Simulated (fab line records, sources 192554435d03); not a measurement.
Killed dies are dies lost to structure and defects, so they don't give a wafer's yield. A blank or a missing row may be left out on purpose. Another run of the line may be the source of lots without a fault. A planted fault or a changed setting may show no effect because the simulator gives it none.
Chamber matching | flow n5 finfet | 3 sister chambers for N5_BEOL_M2_ILD_DEP_00 on pecvd-02
The step deposits SiOC from DEMS/O2, target thk 79 nm, time 15.3 s. 6 wafers are shown with their chamber, then 8 later ones without.

## WAFERS PAIRED WITH THEIR CHAMBERS
wafer  | chamber | throttle valve pct (%) | heater power w (W)
L087.2 | 2       | 11.8                   | 383
L087.6 | 2       | 12.0                   | 388
L090.3 | 1       | 12.5                   | 488
L090.4 | 0       | 11.5                   | 501
L090.6 | 1       | 12.2                   | 473
L089.3 | 0       | 11.2                   | 419

## WAFERS MISSING THEIR CHAMBER
wafer  | throttle valve pct (%) | heater power w (W)
L089.4 | 12.0                   | 377
L089.5 | 10.8                   | 427
L096.1 | 12.1                   | 484
L096.2 | 11.2                   | 515
L096.5 | 11.1                   | 518
L097.1 | 11.6                   | 435
L097.2 | 11.9                   | 391
L097.4 | 12.3                   | 401

## THE CHAMBER EACH PASSED THROUGH
wafer  | from the rows above     | in truth
L089.4 | 2                       | 2
L089.5 | 0                       | 0
L096.1 | can't be placed: 1 or 2 | 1
L096.2 | 0                       | 0
L096.5 | 0                       | 0
L097.1 | can't be placed: 0 or 2 | 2
L097.2 | 2                       | 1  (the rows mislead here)
L097.4 | can't be placed: 2 or 1 | 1
Correct placement for 4 of the 8. Unplaceable from these rows: 3, with the true chamber sitting among the candidates in 3. Placed wrongly: 1.
How it was worked out, from the rows above alone: a wafer's distance from a chamber is the root of the sum, over the readings, of the square of ((its reading less the chamber's mean) divided by the reading's scatter). The wafer belongs to the nearest chamber; if the next one is less than 2 further off, it can't be placed. Each chamber's mean is taken over the wafers shown for it. The scatter: the root of (the sum of the squares of (reading less its chamber's mean) over the shown wafers, divided by (wafers less chambers)).
